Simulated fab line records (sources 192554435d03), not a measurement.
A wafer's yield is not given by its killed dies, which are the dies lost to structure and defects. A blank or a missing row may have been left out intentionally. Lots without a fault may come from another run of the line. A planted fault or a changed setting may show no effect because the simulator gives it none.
Lot-split experiment + flow n5_finfet + 39 wafers read from 7 lots, route of 1938 steps

## SPLIT DETAILS
At N5_BEOL_M7_ILD_DEP_00 (deposits SiCOH lowk from DEMS/porogen, target thk 179.75 nm, time 33.4 s), the setting time_s was moved away from the recipe's 33.4 s on 6 of the 39 wafers read, by -29.5% to +33.4%. The other wafers ran this setting at the recipe's value.

## FROM THE SPLIT TO THE READING: what the file shows between them, 1 step
- N5_BEOL_M7_CURE_74: cures SiCOH lowk, time 240 s

## THE READING
M7_ILD_THK, in nm, at N5_BEOL_M7_THK_MEAS_01. A value of 155.9 nm with a standard deviation of 2 nm is what fault-free wafers of this fab line usually give.

| wafer  | tool, chamber at the split | time_s as run, s | against the recipe | M7_ILD_THK, nm | against lot-mates on the recipe |
|--------|----------------------------|------------------|--------------------|----------------|---------------------------------|
| L076.1 | pecvd-01, 1                | 33.4             | recipe             | 153.9          | -                               |
| L076.2 | pecvd-01, 2                | 23.56            | -29.5%             | 108.1          | -46.1                           |
| L076.3 | pecvd-01, 0                | 33.4             | recipe             | 153.4          | -                               |
| L076.4 | pecvd-01, 0                | 23.56            | -29.5%             | 112.2          | -42.0                           |
| L076.5 | pecvd-01, 2                | 33.4             | recipe             | 155.3          | -                               |
| L076.6 | pecvd-01, 1                | 23.56            | -29.5%             | 110.5          | -43.7                           |
| L084.1 | pecvd-04, 1                | 33.4             | recipe             | 157.2          | -                               |
| L084.4 | pecvd-04, 0                | 33.4             | recipe             | 158.8          | -                               |
| L084.5 | pecvd-04, 1                | 33.4             | recipe             | 160.4          | -                               |
| L085.1 | pecvd-01, 1                | 33.4             | recipe             | 151.1          | -                               |
| L085.2 | pecvd-01, 2                | 33.4             | recipe             | 152.0          | -                               |
| L085.3 | pecvd-01, 1                | 33.4             | recipe             | 153.4          | -                               |
| L085.4 | pecvd-01, 2                | 33.4             | recipe             | 154.3          | -                               |
| L085.5 | pecvd-01, 2                | 33.4             | recipe             | 154.9          | -                               |
| L085.6 | pecvd-01, 1                | 33.4             | recipe             | 154.8          | -                               |
| L086.1 | pecvd-03, 0,1              | 33.4             | recipe             | 154.7          | -                               |
| L086.2 | pecvd-03, 0,1              | 33.4             | recipe             | 154.9          | -                               |
| L086.3 | pecvd-03, 2                | 33.4             | recipe             | 152.8          | -                               |
| L086.4 | pecvd-03, 1                | 33.4             | recipe             | 158.6          | -                               |
| L086.5 | pecvd-03, 2                | 33.4             | recipe             | 156.5          | -                               |
| L086.6 | pecvd-03, 0                | 33.4             | recipe             | 157.4          | -                               |
| L087.1 | pecvd-04, 2,1              | 33.4             | recipe             | 158.6          | -                               |
| L087.2 | pecvd-04, 0                | 33.4             | recipe             | 154.2          | -                               |
| L087.3 | pecvd-04, 2,1              | 33.4             | recipe             | 158.7          | -                               |
| L087.4 | pecvd-04, 0                | 33.4             | recipe             | 159.8          | -                               |
| L087.5 | pecvd-04, 2                | 33.4             | recipe             | 158.4          | -                               |
| L087.6 | pecvd-04, 1                | 33.4             | recipe             | 159.1          | -                               |
| L079.1 | pecvd-04, 1                | 44.56            | +33.4%             | 204.2          | +50.4                           |
| L079.2 | pecvd-04, 2                | 33.4             | recipe             | 154.4          | -                               |
| L079.3 | pecvd-04, 0                | 33.4             | recipe             | 153.3          | -                               |
| L079.4 | pecvd-04, 1                | 44.56            | +33.4%             | 207.9          | +54.1                           |
| L079.5 | pecvd-04, 0                | 33.4             | recipe             | 153.8          | -                               |
| L079.6 | pecvd-04, 2                | 44.56            | +33.4%             | 207.0          | +53.2                           |
| L094.1 | pecvd-03, 1                | 33.4             | recipe             | 155.0          | -                               |
| L094.2 | pecvd-03, 2                | 33.4             | recipe             | 156.8          | -                               |
| L094.3 | pecvd-03, 0                | 33.4             | recipe             | 156.7          | -                               |
| L094.4 | pecvd-03, 2                | 33.4             | recipe             | 158.5          | -                               |
| L094.5 | pecvd-03, 0                | 33.4             | recipe             | 157.9          | -                               |
| L094.6 | pecvd-03, 1                | 33.4             | recipe             | 159.2          | -                               |
When a row names more than one chamber, that row covers several wafers, and the file does not tell which wafer ran in which chamber.

THE FIT
A straight line over all 39 wafers: M7_ILD_THK changes by +1.53 nm for each +1% of time_s; r = +0.99; the points scatter about the line by 2.4 nm.
The same after taking each lot's own level away (the mean of its wafers on the recipe; 39 wafers): +1.54 nm for each +1%; r = +1.00; scatter 1.6 nm.
The reading moves by 51 nm for the largest change in time_s, on that fit.
From 153.42 to 158.80 nm: that is the span of the lots' own levels, equal to 2.7 times the standard deviation above.
The two slopes agree, so the slope changes little with the lot-to-lot level.
Check: with one of the wafers moved furthest among these (+33.4%) left out of the fit, the line predicts +51.8 nm for it against its lot-mates. It came out at +50.4 nm against them.

## OTHER SPLITS APPLIED TO THESE WAFERS
Before the reading, these wafers also passed through other splits. Each is held against what the fit with the lots' levels taken away leaves over:
| other split on the same wafers          | wafers away from the commonest value | r with M7_ILD_THK (lot level and that fit taken away) |
|-----------------------------------------|--------------------------------------|-------------------------------------------------------|
| N5_DUMMY_GATE_ETCH_32 time_s            | 12                                   | +0.11                                                 |
| N5_MOL_CONTACT_COAG_ETCHBACK_134 time_s | 18                                   | +0.05                                                 |
| N5_BEOL_M5_ILD_DEP_00 target_thk_a      | 18                                   | -0.17                                                 |

## THE WHOLE CHAIN: every reading that the file lists as answering this split, in the file's order
| step                   | what it does                                                             | reading                                                                                  | change (the file's fit)              | r (the file's) |
|------------------------|--------------------------------------------------------------------------|------------------------------------------------------------------------------------------|--------------------------------------|----------------|
| N5_BEOL_M7_ILD_DEP_00  | deposits SiCOH lowk from DEMS/porogen, target thk 179.75 nm, time 33.4 s | SiCOH_lowk_of_BEOL_M7_ILD_DEP_00.thk_nm (the simulator's own value, which no gauge read) | +1.76 nm for each +1% of the setting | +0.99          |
| N5_BEOL_M7_CURE_74     | cures SiCOH lowk, time 240 s                                             | SiCOH_lowk_of_BEOL_M7_ILD_DEP_00.thk_nm (the simulator's own value, which no gauge read) | +1.53 nm for each +1% of the setting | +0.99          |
| N5_BEOL_M7_THK_MEAS_01 |                                                                          | M7_ILD_THK                                                                               | +1.54 for each +1% of the setting    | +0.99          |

## THE FILE'S OWN FIT
M7_ILD_THK changes by +1.54 nm for each +1% of time_s, r = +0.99.
